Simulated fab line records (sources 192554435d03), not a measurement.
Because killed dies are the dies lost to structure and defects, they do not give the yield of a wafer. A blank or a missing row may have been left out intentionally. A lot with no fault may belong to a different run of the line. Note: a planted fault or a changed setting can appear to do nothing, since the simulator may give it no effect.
fab line records -- flow n5_finfet -- part 1 of 2: steps 1 to 4 of 6
record lots=23, wafers=69, last_day=19
route steps=1938 shown SD_EPI_N@273 SD_EPI_P@308 ILD0@340 DUMMY_REMOVAL@377 HKMG_FIN@388
lots untouched by any fault: they come from a run of this same line in which no faults occurred
start_h: the number of hours between the record's first day and the start of the first shown wafer of the lot -- wait_h: how many hours have passed since the lot's step before this one -- " identical to the entry in the row above -- L1.1+2: one row covering several wafers at once -- - either no value or no given start -- * or withheld: withheld -- < > ~ a bound
route shown NAME@n: NAME is a module with steps in the file, n the number in the route of the first one -- usual: mean/standard deviation of fault-free wafers -- same: alike in all rows -- chamber/n: place in a boat -- sites: per-site readings -- _std_site: the standard deviation of these -- _edge_site: outer sites' mean less inner sites' -- radius_mm: how far each site lies from the wafer's centre -- mask NAME#n: copy n -- behind: tool/chamber where the wafer was last shaped -- hold: cause of the lot's hold/its duration in hours/its outcome -- device: transistor that didn't switch, given as n, p or np -- end of line: the tests these same wafers got at the end of their route -- step lacking rows: just its recipe -- killed: the dies lost at the first sort to structure and to defects; this is not the yield of the wafer -- map: shows each die of a wafer: x if killed, . if not, _ if none is there
set.NAME: the setting as run; set.NAME@STEP: as run at that earlier step -- model.NAME: the simulator's own value behind a step, which no gauge read
route steps across a sampled set of lots; one table per step, one row per wafer
services: when a tool's chamber went out of use (start_h, in hours from the record's first day, below 0 if earlier), for how many hours, and the reason
## steps
# step N5_SD_EPI_N_DESCUM_14
# recipe chemistry=O2, time_s=7.9, source_power_w=50, bias_power_w=20, pressure_mtorr=20, rf_frequency_hz=2.712e+07, temp_c=40, resist=CAR-ArF-block, o2_flow_sccm=225
# usual drypump_motor_current_A=5.7/0.41, o2_flow_sccm=225.0/0.6, oes_product_au=0.80/0.11, rf_vpp_V=243.1/1.7, showerhead_plenum_p_Torr=2.09/0.095, throttle_valve_pct=20.48/0.22
# same time_s=7.9
lot.wafer,tool,chamber,start_h,wait_h,drypump_motor_current_A,o2_flow_sccm,oes_product_au,rf_hours_counter_h,rf_vpp_V,showerhead_plenum_p_Torr,throttle_valve_pct
L074.1,rie_diel-01,1,49.58,0.0,5.8,225.2,0.99,7,243.5,2.08,20.31
L074.3,rie_diel-01,0,49.58,0.0,5.7,224.9,0.69,230,243.7,2.05,20.56
L074.5,rie_diel-01,3,49.58,0.0,6.4,226.1,0.68,-,240.0,1.99,21.03
L075.1,rie_diel-05,1,54.61,0.0,5.5,224.8,0.69,226,242.7,2.06,20.63
L075.3,rie_diel-05,0,54.61,0.0,5.6,225.3,0.83,74,241.4,1.96,20.75
L075.6,rie_diel-05,0,54.61,0.0,5.5,225.2,0.83,-,241.4,1.96,20.75
L076.2,rie_diel-05,0,61.27,0.0,5.5,224.5,0.83,76,241.7,1.96,20.74
L076.3,rie_diel-05,3,61.27,0.0,5.5,225.9,0.71,198,244.9,2.16,20.54
L076.5,rie_diel-05,0,61.27,0.0,5.6,225.4,0.83,-,242.5,1.96,20.75
L077.2,rie_diel-03,0,68.04,0.0,5.6,225.5,0.70,228,241.7,1.97,20.22
L077.4,rie_diel-03,3,68.04,0.0,6.4,224.3,0.74,146,243.2,2.11,20.30
L077.6,rie_diel-03,0,68.04,0.0,5.7,224.5,0.70,-,241.8,1.97,20.22
L078.1,rie_diel-01,3,74.14,0.4,6.5,225.0,0.67,248,241.4,1.98,21.04
L078.4,rie_diel-01,1,74.14,0.4,5.8,225.9,0.98,16,241.7,2.08,20.37
L078.6,rie_diel-01,2,74.14,0.4,5.1,225.6,0.70,-,242.1,2.04,20.36
L079.1,rie_diel-01,3,79.25,0.0,6.5,225.1,0.67,250,242.3,1.98,21.05
L079.2,rie_diel-01,1,79.25,0.0,5.8,224.7,0.94,18,242.7,2.07,20.35
L079.4,rie_diel-01,0,79.25,0.0,5.7,225.2,0.67,241,243.6,2.04,20.60
L080.1,rie_diel-05,3,86.15,0.0,5.5,224.2,0.71,206,244.2,2.16,20.59
L080.3,rie_diel-05,1,86.15,0.0,5.6,225.4,0.67,236,244.5,2.05,20.63
L080.4,rie_diel-05,2,86.15,0.0,5.7,224.9,0.92,19,244.0,2.24,20.37
L081.2,rie_diel-03,0,89.29,0.1,5.6,225.0,0.69,235,241.0,1.97,20.24
L081.4,rie_diel-03,2,89.29,0.1,5.7,223.9,0.71,198,242.6,2.01,20.76
L081.6,rie_diel-03,3,89.29,0.1,6.5,224.9,0.73,-,242.6,2.10,20.29
L082.1,rie_diel-05,3,98.57,0.0,5.5,226.0,0.71,210,244.4,2.16,20.59
L082.4,rie_diel-05,0,98.57,0.0,5.5,224.2,0.82,88,239.5,1.95,20.76
L082.6,rie_diel-05,1,98.57,0.0,5.5,225.6,0.67,-,240.9,2.05,20.68
L083.1,rie_diel-03,3,105.04,0.0,6.4,224.4,0.73,159,242.6,2.10,20.31
L083.2,rie_diel-03,0,105.04,0.0,5.7,225.1,0.69,240,242.1,1.97,20.23
L083.5,rie_diel-03,0,105.04,0.0,5.7,224.5,0.68,-,241.0,1.97,20.24
L084.2,rie_diel-01,2,110.97,0.0,5.1,225.0,0.68,252,242.8,2.04,20.39
L084.4,rie_diel-01,2,110.97,0.0,5.1,223.7,0.68,-,242.8,2.04,20.39
L084.5,rie_diel-01,1,110.97,0.0,5.9,224.6,0.93,-,243.1,2.07,20.38
L085.2,rie_diel-01,3,118.11,0.2,6.5,225.2,0.94,8,245.9,2.24,20.64
L085.4,rie_diel-01,1,118.11,0.2,5.8,224.1,0.92,-,242.5,2.07,20.37
L085.6,rie_diel-01,2,118.11,0.2,5.1,224.7,0.67,-,243.1,2.04,20.39
L086.2,rie_diel-03,3,124.35,0.0,6.4,225.3,0.73,164,243.3,2.10,20.31
L086.4,rie_diel-03,0,124.35,0.0,5.7,225.4,0.68,246,242.7,1.96,20.26
L086.5,rie_diel-03,3,124.35,0.0,6.4,225.1,0.72,-,241.9,2.10,20.33
L087.3,rie_diel-03,0,127.23,0.0,5.6,225.2,0.68,246,242.0,1.96,20.26
L087.4,rie_diel-03,1,127.23,0.0,5.5,226.0,0.90,28,245.6,2.22,20.39
L087.5,rie_diel-03,2,127.23,0.0,5.6,225.3,0.69,-,241.1,2.01,20.78
L088.1,rie_diel-01,3,131.29,0.0,6.4,225.5,0.92,13,244.3,2.24,20.66
L088.2,rie_diel-01,0,131.29,0.0,5.6,224.8,0.95,4,242.5,2.04,20.23
L088.5,rie_diel-01,0,131.29,0.0,5.6,224.8,0.95,-,242.4,2.04,20.22
L089.1,rie_diel-03,0,137.13,0.2,5.6,224.8,0.69,249,242.4,1.96,20.27
L089.2,rie_diel-03,3,137.13,0.2,6.4,225.5,0.73,169,243.5,2.10,20.34
L089.4,rie_diel-03,1,137.13,0.2,5.4,225.4,0.90,32,245.6,2.21,20.39
L090.1,rie_diel-03,3,143.04,0.1,6.5,224.2,0.73,172,243.4,2.10,20.32
L090.4,rie_diel-03,3,143.04,0.1,6.5,224.8,0.72,-,243.2,2.10,20.33
L090.6,rie_diel-03,2,143.04,0.1,5.6,224.6,0.69,-,240.5,2.00,20.79
L091.1,rie_diel-05,0,149.69,0.0,5.5,224.5,0.79,107,242.2,1.95,20.79
L091.2,rie_diel-05,2,149.69,0.0,5.6,224.9,0.88,43,245.9,2.23,20.41
L091.4,rie_diel-05,3,149.69,0.0,5.5,223.6,0.69,-,244.3,2.15,20.61
L092.2,rie_diel-03,2,157.38,0.0,5.7,226.0,0.69,224,243.0,2.00,20.80
L092.3,rie_diel-03,1,157.38,0.0,5.4,224.8,0.89,42,244.0,2.21,20.41
L092.5,rie_diel-03,2,157.38,0.0,5.7,224.7,0.70,-,239.9,2.00,20.78
L093.2,rie_diel-01,0,164.16,0.2,5.7,224.8,0.92,18,241.0,2.03,20.24
L093.4,rie_diel-01,3,164.16,0.2,6.5,224.2,0.90,26,243.7,2.24,20.67
L093.6,rie_diel-01,3,164.16,0.2,6.5,224.9,0.90,-,246.1,2.24,20.70
L094.3,rie_diel-03,3,169.62,0.0,6.5,225.4,0.72,-,244.5,2.09,20.34
L094.4,rie_diel-03,1,169.62,0.0,5.5,224.8,0.88,-,244.3,2.21,20.41
L094.5,rie_diel-03,1,169.62,0.0,5.5,224.4,0.89,-,244.9,2.21,20.39
L095.1,rie_diel-05,0,173.77,0.0,5.5,225.8,0.78,115,240.1,1.94,20.80
L095.3,rie_diel-05,3,173.77,0.0,5.5,224.2,0.69,237,244.7,2.15,20.63
L095.4,rie_diel-05,1,173.77,0.0,5.5,226.2,0.92,7,243.1,2.05,20.21
L096.1,rie_diel-05,1,185.62,0.0,5.6,223.6,0.92,12,243.3,2.05,20.23
L096.3,rie_diel-05,2,185.62,0.0,5.6,224.6,0.85,55,244.8,2.23,20.42
L096.4,rie_diel-05,0,185.62,0.0,5.5,224.8,0.78,119,240.4,1.94,20.79
# step N5_SD_EPI_N_STRIP_38
# recipe chemistry=N2/H2, power_w=1000, temp_c=250, h2_frac=0.65, overash_fraction=0.3, pressure_mtorr=withheld, n2_flow_sccm=1750, h2_flow_sccm=3250
# usual drypump_motor_current_A=6.08/0.12, heater_power_w=318/31, oes_product_au=0.759/0.011
lot.wafer,tool,chamber,start_h,wait_h,drypump_motor_current_A,heater_power_w,oes_product_au,rf_hours_counter_h
L074.1,plasma_asher-02,0,50.37,0.1,6.01,281,0.742,77
L074.3,plasma_asher-02,0,50.37,0.1,6.01,283,0.761,-
L074.5,plasma_asher-02,1,50.37,0.1,6.14,341,0.758,-
L075.1,plasma_asher-02,0,55.45,0.1,5.96,288,0.775,79
L075.3,plasma_asher-02,0,55.45,0.1,5.92,290,0.759,-
L075.6,plasma_asher-02,1,55.45,0.1,6.15,350,0.763,-
L076.2,plasma_asher-02,1,62.17,0.2,6.15,339,0.752,82
L076.3,plasma_asher-02,1,62.17,0.2,6.15,336,0.769,-
L076.5,plasma_asher-02,1,62.17,0.2,6.14,333,0.753,-
L077.2,plasma_asher-02,1,68.82,0.1,6.15,338,0.770,85
L077.4,plasma_asher-02,0,68.82,0.1,6.00,290,0.791,-
L077.6,plasma_asher-02,0,68.82,0.1,5.98,290,0.737,-
L078.1,plasma_asher-02,1,74.92,0.1,6.13,333,0.757,86
L078.4,plasma_asher-02,0,74.92,0.1,6.06,286,0.774,-
L078.6,plasma_asher-02,1,74.92,0.1,6.14,340,0.763,-
L079.1,plasma_asher-01,0,80.03,0.1,6.26,290,0.756,41
L079.2,plasma_asher-01,1,80.03,0.1,5.95,356,0.764,41
L079.4,plasma_asher-01,0,80.03,0.1,6.28,288,0.766,-
L080.1,plasma_asher-02,0,86.93,0.1,5.97,289,0.754,89
L080.3,plasma_asher-02,0,86.93,0.1,5.98,285,0.748,-
L080.4,plasma_asher-02,1,86.93,0.1,6.15,347,0.780,-
L081.2,plasma_asher-01,1,90.07,0.1,5.96,361,0.764,42
L081.4,plasma_asher-01,0,90.07,0.1,6.26,291,0.770,-
L081.6,plasma_asher-01,1,90.07,0.1,5.96,360,0.779,-
L082.1,plasma_asher-02,0,99.35,0.1,6.02,283,0.758,93
L082.4,plasma_asher-02,1,99.35,0.1,6.14,339,0.754,-
L082.6,plasma_asher-02,1,99.35,0.1,6.13,340,0.757,-
L083.1,plasma_asher-01,0,105.82,0.1,6.26,282,0.750,44
L083.2,plasma_asher-01,1,105.82,0.1,5.85,353,0.746,44
L083.5,plasma_asher-01,1,105.82,0.1,5.86,355,0.782,-
L084.2,plasma_asher-02,1,111.75,0.1,6.14,340,0.763,95
L084.4,plasma_asher-02,0,111.75,0.1,5.99,285,0.774,-
L084.5,plasma_asher-02,1,111.75,0.1,6.14,341,0.763,-
L085.2,plasma_asher-01,0,118.90,0.1,6.26,293,0.755,47
L085.4,plasma_asher-01,0,118.90,0.1,6.25,288,0.764,-
L085.6,plasma_asher-01,0,118.90,0.1,6.25,286,0.775,-
L086.2,plasma_asher-01,1,125.13,0.1,5.90,361,0.754,48
L086.4,plasma_asher-01,1,125.13,0.1,5.91,359,0.749,-
L086.5,plasma_asher-01,0,125.13,0.1,6.27,284,0.769,-
L087.3,plasma_asher-02,1,128.03,0.1,6.13,344,0.747,-
L087.4,plasma_asher-02,0,128.03,0.1,6.02,281,0.741,-
L087.5,plasma_asher-02,0,128.03,0.1,5.94,287,0.773,-
L088.1,plasma_asher-02,1,132.07,0.1,6.12,337,0.759,99
L088.2,plasma_asher-02,0,132.07,0.1,6.00,285,0.754,99
L088.5,plasma_asher-02,0,132.07,0.1,6.02,284,0.756,-
L089.1,plasma_asher-02,1,137.95,0.1,6.14,341,0.769,102
L089.2,plasma_asher-02,0,137.95,0.1,5.99,292,0.752,102
L089.4,plasma_asher-02,0,137.95,0.1,5.99,284,0.743,-
L090.1,plasma_asher-02,1,143.82,0.1,6.13,342,0.763,104
L090.4,plasma_asher-02,0,143.82,0.1,6.00,287,0.768,-
L090.6,plasma_asher-02,1,143.82,0.1,6.14,343,0.766,-
L091.1,plasma_asher-02,0,150.47,0.1,6.00,288,0.741,106
L091.2,plasma_asher-02,1,150.47,0.1,6.13,340,0.776,106
L091.4,plasma_asher-02,1,150.47,0.1,6.14,337,0.765,-
L092.2,plasma_asher-01,0,158.21,0.1,6.27,288,0.749,54
L092.3,plasma_asher-01,1,158.21,0.1,5.91,359,0.758,-
L092.5,plasma_asher-01,1,158.21,0.1,6.00,359,0.760,-
L093.2,plasma_asher-01,1,164.95,0.1,5.89,354,0.754,56
L093.4,plasma_asher-01,0,164.95,0.1,6.24,295,0.747,-
L093.6,plasma_asher-01,1,164.95,0.1,5.96,355,0.743,-
L094.3,plasma_asher-01,0,170.78,0.1,6.28,288,0.771,-
L094.4,plasma_asher-01,1,170.78,0.1,5.89,362,0.776,-
L094.5,plasma_asher-01,1,170.78,0.1,5.88,355,0.779,-
L095.1,plasma_asher-02,0,174.55,0.1,6.02,287,0.759,108
L095.3,plasma_asher-02,0,174.55,0.1,6.04,285,0.754,-
L095.4,plasma_asher-02,1,174.55,0.1,6.15,337,0.760,-
L096.1,plasma_asher-01,1,186.40,0.1,5.91,362,0.764,60
L096.3,plasma_asher-01,1,186.40,0.1,5.98,361,0.737,-
L096.4,plasma_asher-01,0,186.40,0.1,6.25,294,0.761,-
# step N5_SD_EPI_P_ETCH_37
# recipe chemistry=N2/H2, target=SOC, overetch_a=1080, mask_material=SiARC, temp_c=40, ion_energy_ev=100, source_w=3000, bias_w=133, pressure_mtorr=20, time_s=486, n2_flow_sccm=200, h2_flow_sccm=200, ends=end_point
# usual drypump_motor_current_A=5.8/0.6, oes_product_au=0.74/0.071, rf_vpp_V=240.4/1.2, showerhead_plenum_p_Torr=2.53/0.08, throttle_valve_pct=23.81/0.3
lot.wafer,tool,chamber,start_h,wait_h,drypump_motor_current_A,oes_product_au,rf_hours_counter_h,rf_vpp_V,showerhead_plenum_p_Torr,throttle_valve_pct
L074.1,rie_diel-06,0,53.99,0.0,6.5,0.63,235,239.6,2.61,24.28
L074.3,rie_diel-06,3,53.99,0.0,4.9,0.70,117,242.5,2.56,23.81
L074.5,rie_diel-06,0,53.99,0.0,6.5,0.63,-,241.9,2.61,24.28
L075.1,rie_diel-02,0,61.09,0.0,5.4,0.85,15,241.7,2.60,23.71
L075.3,rie_diel-02,2,61.09,0.0,6.5,0.77,41,238.9,2.48,23.70
L075.6,rie_diel-02,3,61.09,0.0,6.8,0.76,-,241.1,2.49,24.46
L076.2,rie_diel-04,1,66.29,0.1,5.1,0.85,4,242.5,2.59,23.73
L076.3,rie_diel-04,2,66.29,0.1,5.2,0.66,-,238.8,2.42,23.30
L076.5,rie_diel-04,1,66.29,0.1,5.1,0.85,-,241.3,2.59,23.72
L077.2,rie_diel-02,3,72.47,0.0,6.8,0.75,64,240.8,2.49,24.45
L077.4,rie_diel-02,1,72.47,0.0,6.4,0.69,128,240.7,2.67,23.53
L077.6,rie_diel-02,2,72.47,0.0,6.5,0.77,-,240.9,2.48,23.69
L078.1,rie_diel-02,2,79.56,0.0,6.5,0.76,46,241.5,2.48,23.72
L078.4,rie_diel-02,3,79.56,0.0,6.8,0.75,66,239.9,2.49,24.46
L078.6,rie_diel-02,0,79.56,0.0,5.4,0.84,-,242.2,2.60,23.72
L079.1,rie_diel-06,2,86.84,0.0,5.7,0.71,109,238.8,2.45,23.84
L079.2,rie_diel-06,0,86.84,0.0,6.5,0.63,242,240.1,2.61,24.29
L079.4,rie_diel-06,1,86.84,0.0,6.0,0.66,174,241.2,2.64,24.22
L080.1,rie_diel-04,1,91.43,0.0,5.1,0.82,13,240.7,2.58,23.73
L080.3,rie_diel-04,3,91.43,0.0,5.6,0.73,98,239.9,2.45,23.86
L080.4,rie_diel-04,2,91.43,0.0,5.2,0.66,170,239.1,2.41,23.32
L081.2,rie_diel-02,0,94.59,0.0,5.4,0.82,25,241.5,2.60,23.74
L081.4,rie_diel-02,3,94.59,0.0,6.8,0.75,71,240.0,2.48,24.48
L081.6,rie_diel-02,2,94.59,0.0,6.6,0.76,-,238.2,2.48,23.71
L082.1,rie_diel-04,2,103.75,0.0,5.2,0.65,173,238.3,2.41,23.32
L082.4,rie_diel-04,3,103.75,0.0,5.6,0.72,101,241.0,2.44,23.86
L082.6,rie_diel-04,1,103.75,0.0,5.1,0.82,-,240.9,2.58,23.74
L083.1,rie_diel-06,0,110.34,0.0,6.5,0.62,248,242.9,2.60,24.30
L083.2,rie_diel-06,1,110.34,0.0,6.0,0.65,180,241.4,2.64,24.22
L083.5,rie_diel-06,3,110.34,0.0,4.9,0.69,-,239.5,2.55,23.81
L084.2,rie_diel-06,2,116.11,0.0,5.7,0.70,117,239.0,2.45,23.84
L084.4,rie_diel-06,3,116.11,0.0,4.9,0.69,132,239.6,2.55,23.82
L084.5,rie_diel-06,0,116.11,0.0,6.5,0.62,-,242.0,2.60,24.31
L085.2,rie_diel-02,1,122.53,0.0,6.4,0.68,143,241.0,2.66,23.55
L085.4,rie_diel-02,1,122.53,0.0,6.4,0.68,-,241.3,2.66,23.54
L085.6,rie_diel-02,2,122.53,0.0,6.6,0.75,-,240.5,2.47,23.73
L086.2,rie_diel-04,2,129.09,0.0,5.2,0.64,180,240.8,2.41,23.33
L086.4,rie_diel-04,3,129.09,0.0,5.6,0.72,109,240.0,2.44,23.86
L086.5,rie_diel-04,1,129.09,0.0,5.1,0.80,-,240.7,2.58,23.75
L087.3,rie_diel-02,2,132.01,0.0,6.5,0.75,63,238.6,2.47,23.73
L087.4,rie_diel-02,3,132.01,0.0,6.8,0.74,79,239.1,2.48,24.48
L087.5,rie_diel-02,3,132.01,0.0,6.8,0.74,-,240.4,2.48,24.47
L088.1,rie_diel-04,2,135.95,0.0,5.2,0.65,182,239.8,2.41,23.34
L088.2,rie_diel-04,3,135.95,0.0,5.6,0.71,111,239.5,2.44,23.87
L088.5,rie_diel-04,0,135.95,0.0,6.0,0.86,-,240.5,2.49,23.65
L089.1,rie_diel-02,2,142.98,0.0,6.5,0.74,65,239.1,2.47,23.75
L089.2,rie_diel-02,3,142.98,0.0,6.8,0.73,81,239.3,2.48,24.46
L089.4,rie_diel-02,0,142.98,0.0,5.4,0.80,41,241.5,2.59,23.74
L090.1,rie_diel-06,0,148.75,0.0,6.5,0.85,3,241.9,2.60,23.80
L090.4,rie_diel-06,1,148.75,0.0,6.0,0.64,192,241.5,2.64,24.23
L090.6,rie_diel-06,1,148.75,0.0,6.0,0.64,-,240.9,2.64,24.23
L091.1,rie_diel-04,3,154.96,0.0,5.6,0.71,117,239.1,2.44,23.88
L091.2,rie_diel-04,1,154.96,0.0,5.1,0.79,31,240.9,2.58,23.75
L091.4,rie_diel-04,2,154.96,0.0,5.2,0.64,188,238.2,2.41,23.34
L092.2,rie_diel-04,3,162.04,0.0,5.6,0.71,119,239.1,2.44,23.88
L092.3,rie_diel-04,2,162.04,0.0,5.2,0.64,190,239.4,2.41,23.34
L092.5,rie_diel-04,0,162.04,0.0,6.0,0.83,-,238.3,2.48,23.65
L093.2,rie_diel-04,3,168.56,0.0,5.6,0.71,121,240.8,2.44,23.90
L093.4,rie_diel-04,1,168.56,0.0,5.1,0.77,35,240.5,2.57,23.76
L093.6,rie_diel-04,0,168.56,0.0,6.0,0.83,-,240.4,2.48,23.66
L094.3,rie_diel-04,3,174.39,0.0,5.6,0.70,123,239.4,2.43,23.88
L094.4,rie_diel-04,0,174.39,0.0,6.0,0.83,28,240.0,2.48,23.68
L094.5,rie_diel-04,0,174.39,0.0,6.0,0.83,-,239.7,2.48,23.67
L095.1,rie_diel-04,0,178.29,0.0,6.0,0.82,30,239.9,2.48,23.67
L095.3,rie_diel-04,1,178.29,0.0,5.1,0.78,38,241.9,2.57,23.77
L095.4,rie_diel-04,2,178.29,0.0,5.2,0.64,196,238.6,2.40,23.35
L096.1,rie_diel-02,3,191.58,0.0,6.8,0.72,96,240.9,2.47,24.50
L096.3,rie_diel-02,0,191.58,0.0,5.4,0.78,56,241.5,2.58,23.76
L096.4,rie_diel-02,0,191.58,0.0,5.4,0.77,-,241.5,2.58,23.75
# step N5_ILD0_CMP_07
# recipe stop_on=poly-Si, material=SiO2_flowable, t_overpolish_s=1.18, post_cmp_clean=alkaline_brush, down_force_psi=4.1491, platen_rpm=51.796, pad_velocity_m_s=1.0306, target_thk_nm=138.88
# usual motor_current_A=12.1/1.1
lot.wafer,tool,chamber,start_h,wait_h,motor_current_A
L074.1,cmp-03,1,61.41,0.1,11.1
L074.3,cmp-03,3,61.41,0.1,11.8
L074.5,cmp-03,0,61.41,0.1,10.4
L075.1,cmp-03,0,68.67,0.0,10.7
L075.3,cmp-03,1,68.67,0.0,10.9
L075.6,cmp-03,1,68.67,0.0,11.5
L076.2,cmp-02,1,75.88,0.1,12.9
L076.3,cmp-02,2,75.88,0.1,13.9
L076.5,cmp-02,0,75.88,0.1,13.7
L077.2,cmp-03,2,79.74,0.0,12.9
L077.4,cmp-03,3,79.74,0.0,11.9
L077.6,cmp-03,2,79.74,0.0,12.7
L078.4,cmp-04,1,87.58,0.1,13.9
L078.1,cmp-04,2,87.58,0.1,11.8
L078.6,cmp-04,1,87.58,0.1,12.7
L079.4,cmp-02,3,94.24,0.0,11.5
L079.1,cmp-02,0,94.24,0.0,14.8
L079.2,cmp-02,1,94.24,0.0,12.1
L080.3,cmp-03,3,99.84,0.0,12.1
L080.1,cmp-03,0,99.84,0.0,11.2
L080.4,cmp-03,2,99.84,0.0,13.5
L081.2,cmp-03,2,102.47,0.0,13.2
L081.4,cmp-03,1,102.47,0.0,11.7
L081.6,cmp-03,3,102.47,0.0,12.4
L082.1,cmp-04,0,112.20,0.2,12.9
L082.4,cmp-04,3,112.20,0.2,11.8
L082.6,cmp-04,0,112.20,0.2,12.5
L083.1,cmp-03,2,118.91,0.0,13.1
L083.2,cmp-03,0,118.91,0.0,10.2
L083.5,cmp-03,2,118.91,0.0,12.8
L084.2,cmp-02,0,124.52,0.1,14.7
L084.4,cmp-02,2,124.52,0.1,13.4
L084.5,cmp-02,3,124.52,0.1,11.8
L085.2,cmp-04,3,130.46,0.1,11.3
L085.4,cmp-04,0,130.46,0.1,12.7
L085.6,cmp-04,3,130.46,0.1,11.5
L086.4,cmp-04,0,136.31,0.1,12.6
L086.2,cmp-04,1,136.31,0.1,14.1
L086.5,cmp-04,0,136.31,0.1,12.6
L087.3,cmp-04,2,140.00,0.0,12.9
L087.4,cmp-04,1,140.00,0.0,13.9
L087.5,cmp-04,2,140.00,0.0,12.2
L088.1,cmp-04,1,143.18,0.1,13.3
L088.2,cmp-04,2,143.18,0.1,12.7
L088.5,cmp-04,0,143.18,0.1,13.2
L089.1,cmp-04,0,150.23,0.0,12.1
L089.4,cmp-04,1,150.23,0.0,13.8
L089.2,cmp-04,3,150.23,0.0,11.5
L090.4,cmp-03,0,155.87,0.0,10.6
L090.1,cmp-03,1,155.87,0.0,11.7
L090.6,cmp-03,1,155.87,0.0,11.0
L091.1,cmp-03,0,162.44,0.2,10.6
L091.4,cmp-03,2,162.44,0.2,12.6
L091.2,cmp-03,3,162.44,0.2,11.7
L092.3,cmp-04,3,169.56,0.1,11.8
L092.2,cmp-04,0,169.56,0.1,12.5
L092.5,cmp-04,3,169.56,0.1,11.3
L093.4,cmp-04,1,175.72,0.0,14.1
L093.2,cmp-04,0,175.72,0.0,12.7
L093.6,cmp-04,2,175.72,0.0,12.4
L094.3,cmp-03,3,181.72,0.2,11.5
L094.4,cmp-03,2,181.72,0.2,12.4
L094.5,cmp-03,3,181.72,0.2,12.2
L095.4,cmp-04,3,186.45,0.1,11.4
L095.3,cmp-04,0,186.45,0.1,12.9
L095.1,cmp-04,1,186.45,0.1,13.3
L096.1,cmp-03,0,198.86,0.0,11.1
L096.4,cmp-03,2,198.86,0.0,12.7
L096.3,cmp-03,3,198.86,0.0,12.0
